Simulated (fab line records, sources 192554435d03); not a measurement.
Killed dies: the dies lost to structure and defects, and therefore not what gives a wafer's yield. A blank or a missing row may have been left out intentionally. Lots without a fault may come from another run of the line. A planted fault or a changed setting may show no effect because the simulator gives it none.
fab line records    flow n5Finfet    part 1 of 2: steps 1 to 26 of 34
record: lots: 5  wafers: 15  lastDay: 16
route steps=1938 shown BEOL_M2@900 BEOL_M3@931
lots that met no fault: from a run of the same line without faults
startH: hours from the record's opening day to when the first of the lot's shown wafers began    waitH: how many hours have passed since the lot's step before this one    " repeats the value in the row above    L1.1+2: several wafers, shown together as one row    - no value present, or no start provided    * or withheld: withheld    < > ~ a bound
route shown NAME@n: NAME is a module with steps in the file, n the number in the route of the first one    usual: mean/standard deviation of fault-free wafers    same: alike in all rows    chamber/n: place in a boat    sites: the reading at each site    _std_site: how widely they spread, as a standard deviation    _edge_site: outer sites' mean less inner sites'    radiusMm: how far each site lies from the wafer's centre    mask NAME#n: copy n    behind: tool/chamber where the wafer was last shaped    hold: the reason the lot was held/the length of the hold in hours/how it ended    device: names the non-switching transistor (n, p or np)    end of line: tests run on the same wafers once the route is complete    a step given without rows: its recipe and nothing more    killed: not the wafer's yield, but the dies lost to structure and defects at the first sort    map: the dies of a wafer, with x for killed, . for not killed, _ for no die there
set.NAME: the setting that was run; set.NAME@STEP: the one run at that earlier step    model.NAME: the simulator's own value behind a step, which no gauge read
lots at selected steps of the route; one table per step, one row per wafer
services: a tool's chamber out of use, with start hour (startH, from the record's first day; less than 0 if before it), hours out, and reason
== steps ==
step: N5_BEOL_M2_PRE_CLEAN_45
recipe: gas: H2/He  timeS: 30  tempC: 250
usual: heaterPowerW: 324/33
lot.wafer  tool           chamber  startH  waitH  heaterPowerW
L075.1     pvdSputter-03  -        145.42  0.0    296
L075.4     "              -        "       "      259
L075.5     "              -        "       "      352
L080.1     pvdSputter-01  -        170.98  0.0    372
L080.4     "              -        "       "      299
L080.5     "              -        "       "      294
L084.3     pvdSputter-03  -        200.30  0.0    259
L084.5     "              -        "       "      258
L084.6     "              -        "       "      300
L092.3     pvdSputter-02  -        244.51  0.0    334
L092.5     "              -        "       "      303
L092.6     "              -        "       "      334
L093.2     pvdSputter-02  -        258.23  0.0    331
L093.5     "              -        "       "      336
L093.6     "              -        "       "      327
step: N5_BEOL_M2_ALD_84
recipe: material: TaN  targetThkA: *  tempC: 275  aldPrecursorFamily: PDMAT  aldCoReactant: NH3  pressureTorr: 3  carrierFlowSccm: 1500  pulseTimeS: 2  purgeTimeS: 3  coReactantPurgeTimeS: 2  coReactantPulseTimeS: 3  aldCycles: 30  precursorVesselTempC: 75  precursorVesselPressureTorr: 26.25  precursorVesselCarrierSccm: 1000
usual: heaterPowerW: 420/43
lot.wafer  tool         chamber  startH  waitH  heaterPowerW  sinceWetCleanH
L075.1     aldMetal-04  0        145.48  0.0    426           4424
L075.4     "            2        "       "      467           4424
L075.5     "            1        "       "      430           -
L080.1     aldMetal-01  0        171.04  0.0    410           1372
L080.4     "            2        "       "      394           1372
L080.5     "            2        "       "      403           -
L084.3     aldMetal-01  0        200.36  0.0    403           1402
L084.5     "            1        "       "      501           -
L084.6     "            2        "       "      405           -
L092.3     aldMetal-04  1        244.57  0.0    429           4523
L092.5     "            2        "       "      478           -
L092.6     "            1        "       "      435           -
L093.2     aldMetal-04  3        258.29  0.0    373           4537
L093.5     "            3        "       "      368           -
L093.6     "            2        "       "      465           -
step: N5_BEOL_M2_SURFACE_TREAT_85
recipe: gas: Ar  timeS: *  ionEnergyEv: *  ionCurrentMaCm2: 0.5  pressureMtorr: *  arFlowSccm: 30
usual: throttleValvePct: *
lot.wafer  tool           chamber  startH  waitH  throttleValvePct
L075.1     pvdSputter-01  -        145.74  0.2    *
L075.4     "              -        "       "      *
L075.5     "              -        "       "      *
L080.1     pvdSputter-02  -        171.40  0.2    *
L080.4     "              -        "       "      *
L080.5     "              -        "       "      *
L084.3     pvdSputter-02  -        200.59  0.1    *
L084.5     "              -        "       "      *
L084.6     "              -        "       "      *
L092.3     pvdSputter-02  -        244.83  0.2    *
L092.5     "              -        "       "      *
L092.6     "              -        "       "      *
L093.2     pvdSputter-02  -        258.53  0.1    *
L093.5     "              -        "       "      *
L093.6     "              -        "       "      *
step: N5_BEOL_M2_CVD_47
recipe: material: Co  targetThkA: 30  tempC: withheld  precursor: CCTBA/H2  pressureTorr: 30  timeS: 223.8
lot.wafer  tool      chamber  startH  waitH  sinceWetCleanH
L075.1     cvdCo-01  1        145.80  0.0    1125
L075.4     "         1        "       "      -
L075.5     "         0        "       "      -
L080.1     cvdCo-01  0        171.51  0.1    713
L080.4     "         0        "       "      -
L080.5     "         1        "       "      -
L084.3     cvdCo-02  1        200.75  0.1    64
L084.5     "         2        "       "      -
L084.6     "         0        "       "      -
L092.3     cvdCo-02  2        244.89  0.0    546
L092.5     "         2        "       "      -
L092.6     "         0        "       "      -
L093.2     cvdCo-01  1        258.67  0.1    1237
L093.5     "         2        "       "      -
L093.6     "         1        "       "      -
step: N5_BEOL_M2_SPUTTER_48
recipe: material: Cu  targetThkA: 45  tempC: -20  chamberPressurePa: 0.07  powerW: withheld  timeS: 8.29
usual: throttleValvePct: 29.8/1.1
lot.wafer  tool           chamber  startH  waitH  throttleValvePct
L075.1     pvdSputter-01  -        146.00  0.1    30.8
L075.4     "              -        "       "      30.1
L075.5     "              -        "       "      30.8
L080.1     pvdSputter-01  -        171.67  0.1    30.0
L080.4     "              -        "       "      30.8
L080.5     "              -        "       "      30.6
L084.3     pvdSputter-02  -        200.92  0.1    31.0
L084.5     "              -        "       "      31.0
L084.6     "              -        "       "      28.6
L092.3     pvdSputter-01  -        245.08  0.1    27.8
L092.5     "              -        "       "      30.0
L092.6     "              -        "       "      28.1
L093.2     pvdSputter-02  -        258.93  0.2    28.7
L093.5     "              -        "       "      28.3
L093.6     "              -        "       "      30.3
step: N5_BEOL_M2_ANNEAL_49
recipe: tempC: 400  timeS: 240  ambient: vacuum
usual: heaterPowerW: 818/77
lot.wafer  tool           chamber  startH  waitH  heaterPowerW
L075.1     pvdSputter-01  -        146.08  0.0    901
L075.4     "              -        "       "      925
L075.5     "              -        "       "      891
L080.1     pvdSputter-01  -        171.75  0.0    954
L080.4     "              -        "       "      764
L080.5     "              -        "       "      766
L084.3     pvdSputter-02  -        201.00  0.0    843
L084.5     "              -        "       "      813
L084.6     "              -        "       "      754
L092.3     pvdSputter-01  -        245.16  0.0    755
L092.5     "              -        "       "      962
L092.6     "              -        "       "      768
L093.2     pvdSputter-02  -        259.01  0.0    757
L093.5     "              -        "       "      752
L093.6     "              -        "       "      893
step: N5_BEOL_M2_SPUTTER_79
recipe: material: Cu  targetThkA: 45  tempC: -20  chamberPressurePa: 0.07  powerW: withheld  timeS: 8.29
usual: throttleValvePct: 29.8/1
lot.wafer  tool           chamber  startH  waitH  throttleValvePct
L075.1     pvdSputter-01  -        146.22  0.1    30.8
L075.4     "              -        "       "      30.1
L075.5     "              -        "       "      31.1
L080.1     pvdSputter-01  -        171.89  0.1    29.8
L080.4     "              -        "       "      30.7
L080.5     "              -        "       "      30.7
L084.3     pvdSputter-02  -        201.14  0.1    31.0
L084.5     "              -        "       "      31.2
L084.6     "              -        "       "      28.2
L092.3     pvdSputter-01  -        245.30  0.1    27.7
L092.5     "              -        "       "      29.8
L092.6     "              -        "       "      28.3
L093.2     pvdSputter-02  -        259.15  0.1    28.6
L093.5     "              -        "       "      28.2
L093.6     "              -        "       "      30.1
step: N5_BEOL_M2_ANNEAL_80
recipe: tempC: 400  timeS: 240  ambient: vacuum
usual: heaterPowerW: 818/78
lot.wafer  tool           chamber  startH  waitH  heaterPowerW
L075.1     pvdSputter-01  -        146.30  0.0    918
L075.4     "              -        "       "      955
L075.5     "              -        "       "      940
L080.1     pvdSputter-01  -        171.97  0.0    943
L080.4     "              -        "       "      738
L080.5     "              -        "       "      745
L084.3     pvdSputter-02  -        201.22  0.0    836
L084.5     "              -        "       "      846
L084.6     "              -        "       "      762
L092.3     pvdSputter-01  -        245.38  0.0    785
L092.5     "              -        "       "      962
L092.6     "              -        "       "      769
L093.2     pvdSputter-02  -        259.23  0.0    759
L093.5     "              -        "       "      743
L093.6     "              -        "       "      888
step: N5_BEOL_M2_SPUTTER_81
recipe: material: Cu  targetThkA: 45  tempC: -20  chamberPressurePa: 0.07  powerW: withheld  timeS: 8.29
usual: throttleValvePct: 29.9/1
lot.wafer  tool           chamber  startH  waitH  throttleValvePct
L075.1     pvdSputter-01  -        146.44  0.1    30.8
L075.4     "              -        "       "      29.6
L075.5     "              -        "       "      30.7
L080.1     pvdSputter-01  -        172.11  0.1    29.7
L080.4     "              -        "       "      30.6
L080.5     "              -        "       "      30.6
L084.3     pvdSputter-02  -        201.36  0.1    30.9
L084.5     "              -        "       "      31.0
L084.6     "              -        "       "      28.7
L092.3     pvdSputter-01  -        245.52  0.1    28.0
L092.5     "              -        "       "      29.8
L092.6     "              -        "       "      28.3
L093.2     pvdSputter-02  -        259.37  0.1    28.5
L093.5     "              -        "       "      28.2
L093.6     "              -        "       "      30.0
step: N5_BEOL_M2_ANNEAL_82
recipe: tempC: 400  timeS: 240  ambient: vacuum
usual: heaterPowerW: 819/77
lot.wafer  tool           chamber  startH  waitH  heaterPowerW
L075.1     pvdSputter-01  -        146.52  0.0    888
L075.4     "              -        "       "      942
L075.5     "              -        "       "      903
L080.1     pvdSputter-01  -        172.19  0.0    940
L080.4     "              -        "       "      747
L080.5     "              -        "       "      771
L084.3     pvdSputter-02  -        201.44  0.0    836
L084.5     "              -        "       "      839
L084.6     "              -        "       "      767
L092.3     pvdSputter-01  -        245.60  0.0    776
L092.5     "              -        "       "      954
L092.6     "              -        "       "      772
L093.2     pvdSputter-02  -        259.45  0.0    754
L093.5     "              -        "       "      737
L093.6     "              -        "       "      881
step: N5_BEOL_M2_SPUTTER_86
recipe: material: Cu  targetThkA: 45  tempC: -20  chamberPressurePa: 0.07  powerW: withheld  timeS: 8.29
usual: throttleValvePct: 29.9/1.1
lot.wafer  tool           chamber  startH  waitH  throttleValvePct
L075.1     pvdSputter-01  -        146.66  0.1    30.9
L075.4     "              -        "       "      29.8
L075.5     "              -        "       "      30.7
L080.1     pvdSputter-01  -        172.33  0.1    29.8
L080.4     "              -        "       "      31.0
L080.5     "              -        "       "      30.9
L084.3     pvdSputter-02  -        201.58  0.1    31.6
L084.5     "              -        "       "      31.4
L084.6     "              -        "       "      28.7
L092.3     pvdSputter-01  -        245.74  0.1    28.0
L092.5     "              -        "       "      30.0
L092.6     "              -        "       "      28.1
L093.2     pvdSputter-02  -        259.59  0.1    28.6
L093.5     "              -        "       "      28.8
L093.6     "              -        "       "      30.0
step: N5_BEOL_M2_ANNEAL_87
recipe: tempC: 400  timeS: 240  ambient: vacuum
usual: heaterPowerW: 818/76
lot.wafer  tool           chamber  startH  waitH  heaterPowerW
L075.1     pvdSputter-01  -        146.74  0.0    925
L075.4     "              -        "       "      906
L075.5     "              -        "       "      884
L080.1     pvdSputter-01  -        172.41  0.0    919
L080.4     "              -        "       "      755
L080.5     "              -        "       "      758
L084.3     pvdSputter-02  -        201.66  0.0    847
L084.5     "              -        "       "      820
L084.6     "              -        "       "      758
L092.3     pvdSputter-01  -        245.82  0.0    779
L092.5     "              -        "       "      919
L092.6     "              -        "       "      755
L093.2     pvdSputter-02  -        259.67  0.0    770
L093.5     "              -        "       "      749
L093.6     "              -        "       "      872
step: N5_BEOL_M2_SPUTTER_88
recipe: material: Cu  targetThkA: 45  tempC: -20  chamberPressurePa: 0.07  powerW: withheld  timeS: 8.29
usual: throttleValvePct: 29.9/1
lot.wafer  tool           chamber  startH  waitH  throttleValvePct
L075.1     pvdSputter-01  -        146.88  0.1    31.2
L075.4     "              -        "       "      29.7
L075.5     "              -        "       "      30.8
L080.1     pvdSputter-01  -        172.55  0.1    29.8
L080.4     "              -        "       "      30.6
L080.5     "              -        "       "      30.5
L084.3     pvdSputter-02  -        201.80  0.1    31.2
L084.5     "              -        "       "      31.0
L084.6     "              -        "       "      28.4
L092.3     pvdSputter-01  -        245.96  0.1    27.9
L092.5     "              -        "       "      29.9
L092.6     "              -        "       "      28.1
L093.2     pvdSputter-02  -        259.81  0.1    28.8
L093.5     "              -        "       "      28.2
L093.6     "              -        "       "      30.2
step: N5_BEOL_M2_ANNEAL_89
recipe: tempC: 400  timeS: 240  ambient: vacuum
usual: heaterPowerW: 818/77
lot.wafer  tool           chamber  startH  waitH  heaterPowerW
L075.1     pvdSputter-01  -        146.96  0.0    921
L075.4     "              -        "       "      913
L075.5     "              -        "       "      887
L080.1     pvdSputter-01  -        172.63  0.0    939
L080.4     "              -        "       "      764
L080.5     "              -        "       "      748
L084.3     pvdSputter-02  -        201.88  0.0    824
L084.5     "              -        "       "      821
L084.6     "              -        "       "      757
L092.3     pvdSputter-01  -        246.04  0.0    774
L092.5     "              -        "       "      934
L092.6     "              -        "       "      769
L093.2     pvdSputter-02  -        259.89  0.0    760
L093.5     "              -        "       "      770
L093.6     "              -        "       "      871
step: N5_BEOL_M2_SPUTTER_90
recipe: material: Cu  targetThkA: 45  tempC: -20  chamberPressurePa: 0.07  powerW: withheld  timeS: 8.29
usual: throttleValvePct: 29.8/1.1
lot.wafer  tool           chamber  startH  waitH  throttleValvePct
L075.1     pvdSputter-01  -        147.10  0.1    31.0
L075.4     "              -        "       "      29.5
L075.5     "              -        "       "      31.0
L080.1     pvdSputter-01  -        172.77  0.1    29.9
L080.4     "              -        "       "      30.6
L080.5     "              -        "       "      30.8
L084.3     pvdSputter-02  -        202.02  0.1    31.1
L084.5     "              -        "       "      31.2
L084.6     "              -        "       "      28.6
L092.3     pvdSputter-01  -        246.18  0.1    28.0
L092.5     "              -        "       "      30.0
L092.6     "              -        "       "      27.9
L093.2     pvdSputter-02  -        260.03  0.1    28.4
L093.5     "              -        "       "      28.5
L093.6     "              -        "       "      30.3
step: N5_BEOL_M2_ANNEAL_91
recipe: tempC: 400  timeS: 240  ambient: vacuum
usual: heaterPowerW: 818/76
lot.wafer  tool           chamber  startH  waitH  heaterPowerW
L075.1     pvdSputter-01  -        147.18  0.0    887
L075.4     "              -        "       "      945
L075.5     "              -        "       "      920
L080.1     pvdSputter-01  -        172.85  0.0    949
L080.4     "              -        "       "      753
L080.5     "              -        "       "      776
L084.3     pvdSputter-02  -        202.10  0.0    834
L084.5     "              -        "       "      833
L084.6     "              -        "       "      771
L092.3     pvdSputter-01  -        246.26  0.0    769
L092.5     "              -        "       "      924
L092.6     "              -        "       "      759
L093.2     pvdSputter-02  -        260.11  0.0    763
L093.5     "              -        "       "      739
L093.6     "              -        "       "      887
step: N5_BEOL_M2_SPUTTER_92
recipe: material: Cu  targetThkA: 45  tempC: -20  chamberPressurePa: 0.07  powerW: withheld  timeS: 8.29
usual: throttleValvePct: 29.8/1
lot.wafer  tool           chamber  startH  waitH  throttleValvePct
L075.1     pvdSputter-01  -        147.32  0.1    30.9
L075.4     "              -        "       "      29.5
L075.5     "              -        "       "      30.8
L080.1     pvdSputter-01  -        172.99  0.1    30.0
L080.4     "              -        "       "      30.6
L080.5     "              -        "       "      30.5
L084.3     pvdSputter-02  -        202.24  0.1    31.2
L084.5     "              -        "       "      31.1
L084.6     "              -        "       "      28.4
L092.3     pvdSputter-01  -        246.40  0.1    28.1
L092.5     "              -        "       "      29.9
L092.6     "              -        "       "      27.8
L093.2     pvdSputter-02  -        260.25  0.1    28.7
L093.5     "              -        "       "      28.3
L093.6     "              -        "       "      30.5
step: N5_BEOL_M2_ANNEAL_93
recipe: tempC: 400  timeS: 240  ambient: vacuum
usual: heaterPowerW: 818/76
lot.wafer  tool           chamber  startH  waitH  heaterPowerW
L075.1     pvdSputter-01  -        147.40  0.0    891
L075.4     "              -        "       "      910
L075.5     "              -        "       "      904
L080.1     pvdSputter-01  -        173.07  0.0    958
L080.4     "              -        "       "      751
L080.5     "              -        "       "      741
L084.3     pvdSputter-02  -        202.32  0.0    849
L084.5     "              -        "       "      849
L084.6     "              -        "       "      760
L092.3     pvdSputter-01  -        246.48  0.0    790
L092.5     "              -        "       "      946
L092.6     "              -        "       "      769
L093.2     pvdSputter-02  -        260.33  0.0    769
L093.5     "              -        "       "      737
L093.6     "              -        "       "      894
step: N5_BEOL_M2_SPUTTER_94
recipe: material: Cu  targetThkA: 45  tempC: -20  chamberPressurePa: 0.07  powerW: withheld  timeS: 8.29
usual: throttleValvePct: 29.9/1
lot.wafer  tool           chamber  startH  waitH  throttleValvePct
L075.1     pvdSputter-01  -        147.54  0.1    30.8
L075.4     "              -        "       "      29.8
L075.5     "              -        "       "      30.8
L080.1     pvdSputter-01  -        173.21  0.1    29.8
L080.4     "              -        "       "      30.5
L080.5     "              -        "       "      30.8
L084.3     pvdSputter-02  -        202.46  0.1    31.1
L084.5     "              -        "       "      31.3
L084.6     "              -        "       "      28.6
L092.3     pvdSputter-01  -        246.62  0.1    28.2
L092.5     "              -        "       "      29.8
L092.6     "              -        "       "      28.1
L093.2     pvdSputter-02  -        260.47  0.1    28.5
L093.5     "              -        "       "      28.7
L093.6     "              -        "       "      30.4
step: N5_BEOL_M2_ANNEAL_95
recipe: tempC: 400  timeS: 240  ambient: vacuum
usual: heaterPowerW: 815/77
lot.wafer  tool           chamber  startH  waitH  heaterPowerW
L075.1     pvdSputter-01  -        147.62  0.0    900
L075.4     "              -        "       "      945
L075.5     "              -        "       "      911
L080.1     pvdSputter-01  -        173.29  0.0    918
L080.4     "              -        "       "      778
L080.5     "              -        "       "      746
L084.3     pvdSputter-02  -        202.54  0.0    855
L084.5     "              -        "       "      825
L084.6     "              -        "       "      740
L092.3     pvdSputter-01  -        246.70  0.0    759
L092.5     "              -        "       "      925
L092.6     "              -        "       "      781
L093.2     pvdSputter-02  -        260.55  0.0    752
L093.5     "              -        "       "      754
L093.6     "              -        "       "      895
step: N5_BEOL_M2_SPUTTER_96
recipe: material: Cu  targetThkA: 45  tempC: -20  chamberPressurePa: 0.07  powerW: withheld  timeS: 8.29
usual: throttleValvePct: 29.9/1
lot.wafer  tool           chamber  startH  waitH  throttleValvePct
L075.1     pvdSputter-01  -        147.76  0.1    30.8
L075.4     "              -        "       "      30.3
L075.5     "              -        "       "      30.9
L080.1     pvdSputter-01  -        173.43  0.1    29.8
L080.4     "              -        "       "      30.7
L080.5     "              -        "       "      30.6
L084.3     pvdSputter-02  -        202.68  0.1    31.1
L084.5     "              -        "       "      31.3
L084.6     "              -        "       "      28.7
L092.3     pvdSputter-01  -        246.84  0.1    28.2
L092.5     "              -        "       "      29.8
L092.6     "              -        "       "      28.2
L093.2     pvdSputter-02  -        260.69  0.1    28.5
L093.5     "              -        "       "      28.6
L093.6     "              -        "       "      30.0
step: N5_BEOL_M2_ECD_50
recipe: material: Cu  targetThkA: 3000
lot.wafer   tool      chamber  startH  waitH
L075.1+4+5  ecdCu-01  0,1,1    147.87  0.1
L080.1+4+5  ecdCu-01  1,0,1    173.55  0.1
L084.3+5+6  ecdCu-01  0,0,1    202.81  0.1
L092.3+5+6  ecdCu-02  0,0,1    246.98  0.1
L093.2+5+6  ecdCu-02  1,1,0    260.81  0.1
step: N5_BEOL_M2_ANNEAL_51
recipe: tempC: 225  timeS: 90  ambient: N2
usual: wafer_temp_C_max: 226.3/0.54
lot.wafer  tool          chamber  startH  waitH  wafer_temp_C_max
L075.1     rtpAnneal-02  0        148.08  0.2    225.6
L075.4     "             0        "       "      225.6
L075.5     "             0        "       "      226.0
L080.1     rtpAnneal-01  0        173.62  0.1    226.5
L080.4     "             0        "       "      226.8
L080.5     "             0        "       "      226.2
L084.3     rtpAnneal-02  0        202.96  0.1    225.7
L084.5     "             0        "       "      225.9
L084.6     "             0        "       "      226.0
L092.3     rtpAnneal-01  0        247.13  0.1    227.1
L092.5     "             0        "       "      226.8
L092.6     "             0        "       "      226.2
L093.2     rtpAnneal-02  0        260.93  0.1    225.6
L093.5     "             0        "       "      226.3
L093.6     "             0        "       "      226.0
step: N5_BEOL_M2_CMP_52
recipe: stopOn: SiOC  tOverpolishS: 6.8  downForcePsi: 1  platenRpm: 50  clearingPlatenDownForcePsi: 1.5  clearingPlatenRpm: 50  postCmpClean: cuAlkaline  targetThkNm: 40  clearingPlatenPadVelocityMS: 0.99484  padVelocityMS: 0.99484
usual: barrierFieldEndpointS: 24.9/0.6  clearingPlatenDownForcePsi: 1.5000/0.0028  clearingPlatenRpm: 49.996/0.028  motorCurrentA: 5.8/0.53  overpolishRunS: 6.801/0.0097  timeToEndpointS: 64/3.1
lot.wafer  tool    chamber  startH  waitH  barrierFieldEndpointS  clearingPlatenDownForcePsi  clearingPlatenRpm  motorCurrentA  overpolishRunS  timeToEndpointS
L075.1     cmp-02  1        148.46  0.3    26.0                   1.5019                      50.013             6.9            6.812           71
L075.4     "       2        "       "      25.8                   1.4941                      49.984             6.3            6.799           68
L075.5     "       0        "       "      25.9                   1.5018                      50.023             5.9            6.800           69
L080.4     cmp-03  0        173.96  0.2    24.4                   1.4991                      50.008             6.0            6.798           63
L080.1     "       1        "       "      24.6                   1.5032                      49.940             5.9            6.793           64
L080.5     "       3        "       "      24.9                   1.4979                      49.986             5.5            6.786           64
L084.3     cmp-02  1        203.21  0.2    24.0                   1.4987                      50.000             6.3            6.790           64
L084.6     "       0        "       "      24.4                   1.5014                      50.028             6.1            6.802           61
L084.5     "       1        "       "      24.8                   1.5008                      49.980             6.2            6.799           65
L092.3     cmp-01  0        247.43  0.3    24.9                   1.5003                      49.989             5.3            6.796           60
L092.5     "       2        "       "      25.0                   1.4984                      50.030             5.2            6.807           62
L092.6     "       3        "       "      25.2                   1.4959                      49.958             5.8            6.796           60
L093.2     cmp-03  0        261.19  0.2    23.8                   1.4994                      50.020             6.0            6.813           62
L093.6     "       0        "       "      25.1                   1.5045                      50.044             6.1            6.798           63
L093.5     "       1        "       "      24.7                   1.5050                      50.023             5.9            6.799           65
step: N5_BEOL_M2_THK_MEAS_53
recipe: thkMeasGauge: xrf  reads: Cu_of_BEOL_M2_ECD_50
usual: M2_THK: 40.6/1.7
lot.wafer  tool          chamber  startH  waitH  M2_THK[nm]
L075.1     filmMetro-01  -        148.67  -      41.3
L075.4     "             -        "       "      38.8
L075.5     "             -        "       "      39.3
L080.1     filmMetro-02  -        174.21  -      42.2
L080.4     "             -        "       "      41.0
L080.5     "             -        "       "      43.2
L084.3     filmMetro-01  -        203.47  -      38.5
L084.5     "             -        "       "      41.4
L084.6     "             -        "       "      40.8
L092.3     filmMetro-02  -        247.65  -      41.9
L092.5     "             -        "       "      43.0
L092.6     "             -        "       "      35.3
L093.2     filmMetro-02  -        261.48  -      40.3
L093.5     "             -        "       "      40.8
L093.6     "             -        "       "      38.7
step: N5_BEOL_M2_PRE_CLEAN_60
recipe: gas: NH3/H2  timeS: 15  tempC: *  rfPowerW: 300
usual: heaterPowerW: 87/11
lot.wafer  tool      chamber  startH  waitH  heaterPowerW  sinceWetCleanH
L075.1     cvdCo-02  0        148.71  0.0    96            909
L075.4     "         0        "       "      97            -
L075.5     "         1        "       "      99            -
L080.1     cvdCo-02  0        174.48  0.3    97            934
L080.4     "         0        "       "      100           -
L080.5     "         1        "       "      97            -
L084.3     cvdCo-02  1        203.50  0.0    95            67
L084.5     "         1        "       "      96            -
L084.6     "         2        "       "      88            -
L092.3     cvdCo-01  0        247.68  0.0    71            789
L092.5     "         1        "       "      68            -
L092.6     "         2        "       "      88            -
L093.2     cvdCo-01  0        261.52  0.0    73            803
L093.5     "         1        "       "      69            -
L093.6     "         0        "       "      74            -
